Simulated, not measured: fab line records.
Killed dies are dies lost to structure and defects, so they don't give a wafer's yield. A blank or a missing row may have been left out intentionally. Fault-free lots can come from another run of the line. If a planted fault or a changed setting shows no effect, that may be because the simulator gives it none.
What tool caused it?	flow n5_finfet	Sampling: 24 lots, 72 wafers, 6 of 1938 route steps

== WHAT EACH GAUGE READ, for each wafer ==
Not one reading of a measure or inspect step in the record can be checked against a usual standard deviation.

== WHICH TOOL RAN EACH LOT (tool, then ch and the chambers of the sampled wafers, then the start) ==
lot	N5_GATE_CUT_CMP_43	N5_MOL_CONTACT_COAG_ETCH_106	N5_MOL_CONTACT_COAG_ETCH_110	N5_MOL_CONTACT_COAG_SPUTTER_143	N5_MOL_CONTACT_COAG_PRE_CLEAN_142	N5_MOL_CONTACT_COAG_CMP_23
L074	cmp-04 ch 1,2,3, day 4 17:33	rie_diel-03 ch 0,1,2, day 4 18:53	rie_diel-03 ch 0,1,2, day 4 19:05	pvd_sputter-01, day 4 20:41	pvd_sputter-02, day 4 22:49	cmp-03 ch 0,2,3, day 4 23:10
L075	cmp-04 ch 1,3, day 4 22:53	rie_diel-03 ch 0,1,2, day 5 00:13	rie_diel-03 ch 0,1,2, day 5 00:25	pvd_sputter-03, day 5 02:50	pvd_sputter-03, day 5 05:55	cmp-04 ch 0,1,3, day 5 06:09
L076	cmp-01 ch 1,2,3, day 5 06:25	rie_diel-01 ch 0,1,3, day 5 07:38	rie_diel-01 ch 0,1,3, day 5 07:49	pvd_sputter-02, day 5 10:23	pvd_sputter-01, day 5 13:32	cmp-03 ch 0,1, day 5 13:47
L077	cmp-02 ch 0,3, day 5 09:58	rie_diel-01 ch 0,1,3, day 5 11:11	rie_diel-01 ch 0,1,3, day 5 11:22	pvd_sputter-01, day 5 14:01	pvd_sputter-03, day 5 16:00	cmp-03 ch 1,2, day 5 16:17
L078	cmp-02 ch 2,3, day 5 17:37	rie_diel-03 ch 0,1,2, day 5 18:55	rie_diel-03 ch 0,1,2, day 5 19:07	pvd_sputter-03, day 5 21:56	pvd_sputter-01, day 6 00:21	cmp-01 ch 1,3, day 6 00:37
L079	cmp-04 ch 0,1,3, day 5 20:25	rie_diel-01 ch 0,1,2, day 5 21:45	rie_diel-01 ch 0,1,2, day 5 21:57	pvd_sputter-03, day 6 00:25	pvd_sputter-01, day 6 03:37	cmp-03 ch 0,2, day 6 03:52
L080	cmp-04 ch 0,2,3, day 6 04:50	rie_diel-05 ch 0,3, day 6 06:37	rie_diel-05 ch 0,3, day 6 06:49	pvd_sputter-02, day 6 09:40	pvd_sputter-03, day 6 11:47	cmp-01 ch 0,1,2, day 6 12:02
L081	cmp-04 ch 0,1,2, day 6 10:58	rie_diel-01 ch 0,3, day 6 11:59	rie_diel-01 ch 0,3, day 6 12:11	pvd_sputter-02, day 6 17:50	pvd_sputter-03, day 6 20:07	cmp-03 ch 0,1,2, day 6 20:38
L082	cmp-02 ch 0,1, day 6 16:59	rie_diel-05 ch 0,2, day 6 18:11	rie_diel-05 ch 0,2, day 6 18:23	pvd_sputter-02, day 6 20:12	pvd_sputter-01, day 6 22:42	cmp-01 ch 0,1,2, day 6 22:56
L083	cmp-02 ch 0,2,3, day 6 20:49	rie_diel-01 ch 0,2, day 6 22:00	rie_diel-01 ch 0,2, day 6 22:11	pvd_sputter-02, day 7 00:40	pvd_sputter-03, day 7 02:58	cmp-04 ch 0,3, day 7 03:14
L084	cmp-01 ch 0,2,3, day 7 03:46	rie_diel-01 ch 0,1,2, day 7 05:32	rie_diel-01 ch 0,1,2, day 7 05:43	pvd_sputter-01, day 7 07:08	pvd_sputter-01, day 7 09:19	cmp-01 ch 2,3, day 7 09:35
L085	cmp-02 ch 1,2,3, day 7 08:38	rie_diel-01 ch 1,3, day 7 10:57	rie_diel-01 ch 1,3, day 7 11:09	pvd_sputter-03, day 7 12:44	pvd_sputter-01, day 7 14:31	cmp-03 ch 1,3, day 7 14:47
L086	cmp-04 ch 1,3, day 7 19:02	rie_diel-01 ch 0,1,3, day 7 20:23	rie_diel-01 ch 0,1,3, day 7 20:34	pvd_sputter-03, day 8 06:27	pvd_sputter-03, day 8 08:41	cmp-04 ch 0,1,2, day 8 09:00
L087	cmp-04 ch 1,2, day 8 00:46	rie_diel-03 ch 0,1,2, day 8 01:56	rie_diel-03 ch 0,1,2, day 8 02:07	pvd_sputter-01, day 8 08:06	pvd_sputter-03, day 8 11:20	cmp-03 ch 0,1,2, day 8 11:38
L088	cmp-02 ch 0,1, day 8 04:35	rie_diel-03 ch 0,2, day 8 05:47	rie_diel-03 ch 0,2, day 8 05:59	pvd_sputter-02, day 8 15:37	pvd_sputter-03, day 8 17:23	cmp-03 ch 0,2, day 8 17:37
L089	cmp-04 ch 0,1,3, day 8 09:31	rie_diel-01 ch 2,3, day 8 10:42	rie_diel-01 ch 2,3, day 8 10:54	pvd_sputter-02, day 8 15:27	pvd_sputter-01, day 8 17:22	cmp-01 ch 1,2, day 8 17:38
L090	cmp-01 ch 0,2, day 8 15:10	rie_diel-05 ch 0,2, day 8 16:35	rie_diel-05 ch 0,2, day 8 16:46	pvd_sputter-02, day 8 18:19	pvd_sputter-01, day 8 22:19	cmp-01 ch 0,2, day 8 22:33
L091	cmp-02 ch 0,1,3, day 8 21:04	rie_diel-01 ch 0,1,2, day 8 22:36	rie_diel-01 ch 0,1,2, day 8 22:48	pvd_sputter-01, day 9 02:09	pvd_sputter-02, day 9 04:41	cmp-03 ch 0,2,3, day 9 04:58
L092	cmp-04 ch 0,3, day 9 04:53	rie_diel-01 ch 0,1,2, day 9 06:11	rie_diel-01 ch 0,1,2, day 9 06:22	pvd_sputter-03, day 9 09:28	pvd_sputter-03, day 9 12:41	cmp-01 ch 0,1, day 9 12:56
L093	cmp-01 ch 0,2,3, day 9 15:42	rie_diel-03 ch 0,1, day 9 16:46	rie_diel-03 ch 0,1, day 9 16:57	pvd_sputter-03, day 9 20:37	pvd_sputter-02, day 9 23:49	cmp-04 ch 0,1, day 10 00:05
L094	cmp-01 ch 0,2, day 9 17:03	rie_diel-05 ch 0,2,3, day 9 18:44	rie_diel-05 ch 0,2,3, day 9 18:56	pvd_sputter-01, day 9 21:25	pvd_sputter-03, day 10 00:02	cmp-03 ch 2,3, day 10 00:17
L095	cmp-02 ch 0,2,3, day 10 04:13	rie_diel-01 ch 0,1, day 10 05:48	rie_diel-01 ch 0,1, day 10 05:59	pvd_sputter-03, day 10 08:47	pvd_sputter-01, day 10 11:25	cmp-01 ch 0,3, day 10 11:39
L096	cmp-02 ch 0,1,2, day 10 05:19	rie_diel-05 ch 1,2,3, day 10 06:25	rie_diel-05 ch 1,2,3, day 10 06:37	pvd_sputter-03, day 10 09:59	pvd_sputter-01, day 10 11:55	cmp-03 ch 0,1,2, day 10 12:16
L097	cmp-04 ch 0,3, day 10 12:16	rie_diel-01 ch 0,2, day 10 13:37	rie_diel-01 ch 0,2, day 10 13:49	pvd_sputter-03, day 10 16:04	pvd_sputter-01, day 10 18:55	cmp-04 ch 1,2,3, day 10 19:13
- N5_GATE_CUT_CMP_43: polishes SiO2.
- N5_MOL_CONTACT_COAG_ETCH_106: etches SOC in N2/H2, target depth 80 nm, overetch 16 nm, time 120 s.
- N5_MOL_CONTACT_COAG_ETCH_110: etches Si in CF4/O2, target depth 2.5 nm, time 8 s.
- N5_MOL_CONTACT_COAG_SPUTTER_143: material Co, target thk 2.5 nm.
- N5_MOL_CONTACT_COAG_PRE_CLEAN_142: time 60 s.
- N5_MOL_CONTACT_COAG_CMP_23: polishes, stops on SiO2, t overpolish 1.5 s, target thk 0 nm.

== AS READ BY THE TOOLS THEMSELVES (means over the sampled wafers that have a number; for cases with no such wafer, the mark the record gives instead) ==
N5_GATE_CUT_CMP_43. Usual: motor_current_A 11.9 A, standard deviation 1.5; slurry_filter_dp_kPa 13.50 kPa, standard deviation 0.13.
lot	tool	motor_current_A (A)	slurry_filter_dp_kPa (kPa)	flag
L074	cmp-04	11.1	13.50	
L075	cmp-04	11.6	13.54	
L076	cmp-01	12.4	13.45	
L077	cmp-02	13.1	13.51	
L078	cmp-02	12.6	13.58	
L079	cmp-04	10.6	13.46	
L080	cmp-04	10.4	13.64	
L081	cmp-04	11.6	13.50	
L082	cmp-02	12.6	13.61	
L083	cmp-02	13.0	13.52	
L084	cmp-01	12.9	13.54	
L085	cmp-02	12.3	13.48	
L086	cmp-04	10.4	13.55	
L087	cmp-04	12.2	13.62	
L088	cmp-02	12.3	13.37	
L089	cmp-04	10.6	13.38	
L090	cmp-01	12.9	13.41	
L091	cmp-02	12.5	13.41	
L092	cmp-04	9.4	13.52	
L093	cmp-01	13.0	13.43	
L094	cmp-01	13.2	13.46	
L095	cmp-02	13.1	13.43	
L096	cmp-02	12.2	13.46	
L097	cmp-04	9.5	13.62	

N5_MOL_CONTACT_COAG_ETCH_106. Usual: drypump_motor_current_A 5.7 A, standard deviation 0.39; oes_product_au 0.71 a.u., standard deviation 0.086; rf_vpp_V 524.8 V, standard deviation 2.8; showerhead_plenum_p_Torr 2.57 Torr, standard deviation 0.098; temp_c 40.01 C, standard deviation 0.11; throttle_valve_pct 17.84 %, standard deviation 0.23.
lot	tool	drypump_motor_current_A (A)	oes_product_au (a.u.)	rf_vpp_V (V)	showerhead_plenum_p_Torr (Torr)	temp_c (C)	throttle_valve_pct (%)	flag
L074	rie_diel-03	5.8	0.63	523.3	2.56	39.90	17.89	
L075	rie_diel-03	5.8	0.64	524.8	2.55	40.01	17.89	
L076	rie_diel-01	5.7	0.74	525.1	2.56	39.97	17.91	
L077	rie_diel-01	5.6	0.74	524.9	2.56	40.00	17.90	
L078	rie_diel-03	5.8	0.63	524.1	2.55	39.96	17.90	
L079	rie_diel-01	5.6	0.80	526.3	2.63	39.93	17.63	
L080	rie_diel-05	6.1	0.64	519.8	2.40	40.00	17.77	
L081	rie_diel-01	5.5	0.66	522.3	2.49	40.01	18.22	
L082	rie_diel-05	6.1	0.64	522.0	2.48	40.11	17.85	
L083	rie_diel-01	5.3	0.75	528.0	2.65	40.09	17.68	
L084	rie_diel-01	5.6	0.78	526.4	2.62	39.97	17.64	
L085	rie_diel-01	5.8	0.85	528.6	2.68	40.16	17.90	
L086	rie_diel-01	5.6	0.78	527.2	2.66	39.97	17.79	
L087	rie_diel-03	5.8	0.61	523.5	2.54	40.03	17.95	
L088	rie_diel-03	5.9	0.62	525.8	2.58	39.98	18.03	
L089	rie_diel-01	5.6	0.81	526.3	2.63	40.10	17.79	
L090	rie_diel-05	6.1	0.65	524.2	2.56	40.00	17.92	
L091	rie_diel-01	5.6	0.75	525.1	2.61	40.03	17.68	
L092	rie_diel-01	5.6	0.75	526.0	2.61	40.05	17.67	
L093	rie_diel-03	6.2	0.72	525.5	2.58	39.96	17.78	
L094	rie_diel-05	6.1	0.64	522.5	2.47	39.96	17.86	
L095	rie_diel-01	5.8	0.74	526.4	2.61	39.98	17.67	
L096	rie_diel-05	5.9	0.63	523.0	2.50	40.11	17.91	
L097	rie_diel-01	5.4	0.74	525.7	2.61	39.98	17.70	

N5_MOL_CONTACT_COAG_ETCH_110. Usual: drypump_motor_current_A 5.7 A, standard deviation 0.39; oes_product_au 0.79 a.u., standard deviation 0.1; rf_vpp_V 128.0 V, standard deviation 2.9; showerhead_plenum_p_Torr 2.25 Torr, standard deviation 0.079; throttle_valve_pct 10.8 %, standard deviation 0.31.
lot	tool	drypump_motor_current_A (A)	oes_product_au (a.u.)	rf_vpp_V (V)	showerhead_plenum_p_Torr (Torr)	throttle_valve_pct (%)	flag
L074	rie_diel-03	5.8	0.70	127.4	2.25	10.9	
L075	rie_diel-03	5.8	0.70	127.7	2.24	11.0	
L076	rie_diel-01	5.7	0.82	128.1	2.24	10.8	
L077	rie_diel-01	5.7	0.82	128.9	2.24	10.8	
L078	rie_diel-03	5.8	0.70	127.6	2.24	11.0	
L079	rie_diel-01	5.6	0.89	130.3	2.29	10.4	
L080	rie_diel-05	6.1	0.71	123.5	2.11	10.9	
L081	rie_diel-01	5.5	0.72	125.7	2.19	11.2	
L082	rie_diel-05	6.1	0.72	125.5	2.17	10.9	
L083	rie_diel-01	5.2	0.83	130.4	2.31	10.6	
L084	rie_diel-01	5.6	0.87	131.2	2.28	10.5	
L085	rie_diel-01	5.8	0.96	127.2	2.34	10.6	
L086	rie_diel-01	5.6	0.88	128.6	2.32	10.6	
L087	rie_diel-03	5.8	0.68	127.3	2.23	11.1	
L088	rie_diel-03	5.8	0.69	128.4	2.27	11.1	
L089	rie_diel-01	5.6	0.90	129.2	2.30	10.6	
L090	rie_diel-05	6.1	0.72	128.3	2.24	11.0	
L091	rie_diel-01	5.6	0.84	130.0	2.28	10.5	
L092	rie_diel-01	5.6	0.83	130.4	2.28	10.5	
L093	rie_diel-03	6.2	0.79	128.3	2.26	10.8	
L094	rie_diel-05	6.1	0.72	125.5	2.17	10.9	
L095	rie_diel-01	5.8	0.84	130.2	2.27	10.5	
L096	rie_diel-05	5.9	0.70	125.1	2.20	11.0	
L097	rie_diel-01	5.4	0.82	131.0	2.27	10.6	

N5_MOL_CONTACT_COAG_SPUTTER_143. Usual: chamber_pressure_pa 0.1999 Pa, standard deviation 0.00041; throttle_valve_pct 30.2 %, standard deviation 1.3.
lot	tool	chamber_pressure_pa (Pa)	throttle_valve_pct (%)	flag
L074	pvd_sputter-01	0.2000	31.5	
L075	pvd_sputter-03	0.1995	29.5	
L076	pvd_sputter-02	0.2001	30.4	
L077	pvd_sputter-01	0.2000	31.6	
L078	pvd_sputter-03	0.2000	28.5	
L079	pvd_sputter-03	0.1996	29.4	
L080	pvd_sputter-02	0.2001	30.2	
L081	pvd_sputter-02	0.2001	30.6	
L082	pvd_sputter-02	0.2002	30.7	
L083	pvd_sputter-02	0.2004	30.4	
L084	pvd_sputter-01	0.2004	31.0	
L085	pvd_sputter-03	0.1997	29.4	
L086	pvd_sputter-03	0.1996	29.7	
L087	pvd_sputter-01	0.1999	31.7	
L088	pvd_sputter-02	0.2003	30.7	
L089	pvd_sputter-02	0.1998	30.9	
L090	pvd_sputter-02	0.1994	30.6	
L091	pvd_sputter-01	0.1996	31.6	
L092	pvd_sputter-03	0.1998	29.4	
L093	pvd_sputter-03	0.2000	29.4	
L094	pvd_sputter-01	0.1999	32.1	
L095	pvd_sputter-03	0.2000	29.4	
L096	pvd_sputter-03	0.1999	29.1	
L097	pvd_sputter-03	0.1995	29.0	

N5_MOL_CONTACT_COAG_PRE_CLEAN_142. Usual: heater_power_w reads 467 W (standard deviation 40).
lot	tool	heater_power_w (W)	flag
L074	pvd_sputter-02	459	
L075	pvd_sputter-03	521	
L076	pvd_sputter-01	441	
L077	pvd_sputter-03	463	
L078	pvd_sputter-01	453	
L079	pvd_sputter-01	442	
L080	pvd_sputter-03	467	
L081	pvd_sputter-03	468	
L082	pvd_sputter-01	444	
L083	pvd_sputter-03	508	
L084	pvd_sputter-01	441	
L085	pvd_sputter-01	449	
L086	pvd_sputter-03	506	
L087	pvd_sputter-03	480	
L088	pvd_sputter-03	482	
L089	pvd_sputter-01	436	
L090	pvd_sputter-01	460	
L091	pvd_sputter-02	443	
L092	pvd_sputter-03	475	
L093	pvd_sputter-02	440	
L094	pvd_sputter-03	471	
L095	pvd_sputter-01	442	
L096	pvd_sputter-01	440	
L097	pvd_sputter-01	449	

N5_MOL_CONTACT_COAG_CMP_23. Usual: motor_current_A 7.7 A, standard deviation 1.1; overpolish_run_s 1.500 s, standard deviation 0.0093; slurry_filter_dp_kPa 13.51 kPa, standard deviation 0.15; time_to_endpoint_s 9.9 s, standard deviation 2.3.
lot	tool	motor_current_A (A)	overpolish_run_s (s)	slurry_filter_dp_kPa (kPa)	time_to_endpoint_s (s)	flag
L074	cmp-03	8.0	1.503	13.43	9.8	
L075	cmp-04	7.0	1.495	13.52	7.4	
L076	cmp-03	6.4	1.504	13.53	10.6	
L077	cmp-03	6.6	1.507	13.53	10.3	
L078	cmp-01	8.1	1.496	13.52	8.9	
L079	cmp-03	7.3	1.501	13.51	9.8	
L080	cmp-01	8.3	1.496	13.39	7.5	
L081	cmp-03	6.8	1.511	13.57	9.6	
L082	cmp-01	8.4	1.502	13.57	10.4	
L083	cmp-04	6.2	1.504	13.50	8.3	
L084	cmp-01	8.5	1.492	13.40	11.2	
L085	cmp-03	7.2	1.499	13.51	6.2	
L086	cmp-04	7.6	1.505	13.53	9.4	
L087	cmp-03	6.9	1.502	13.55	9.3	
L088	cmp-03	7.2	1.506	13.45	9.8	
L089	cmp-01	8.6	1.503	13.60	9.7	
L090	cmp-01	8.5	1.499	13.69	12.8	
L091	cmp-03	7.7	1.497	13.30	9.6	
L092	cmp-01	8.0	1.499	13.66	10.4	
L093	cmp-04	7.5	1.516	13.36	9.4	
L094	cmp-03	8.6	1.497	13.51	7.2	
L095	cmp-01	8.7	1.496	13.51	13.5	
L096	cmp-03	6.9	1.496	13.60	10.2	
L097	cmp-04	7.5	1.502	13.58	13.5	

== THE ANSWER, worked out from the rows above alone ==
Rule: lot off if the mean of its wafers having a number is beyond 3 standard deviations from the usual mean. A lot without any number at a reading at which 4 lots or more have one is off too. Where the step has rows for the other lots, those lots are counted as sound. The gauges are gone through in route order, then the tools' own readings, and for those a lot's mean is taken as printed above. The first step at which some lot is off is used, and at that step the reading that is off furthest; a lot without a number counts as furthest.
None of the lots is off at any reading shown; this tells nothing.

== WHAT WAS PUT IN BY THE SIMULATOR ==
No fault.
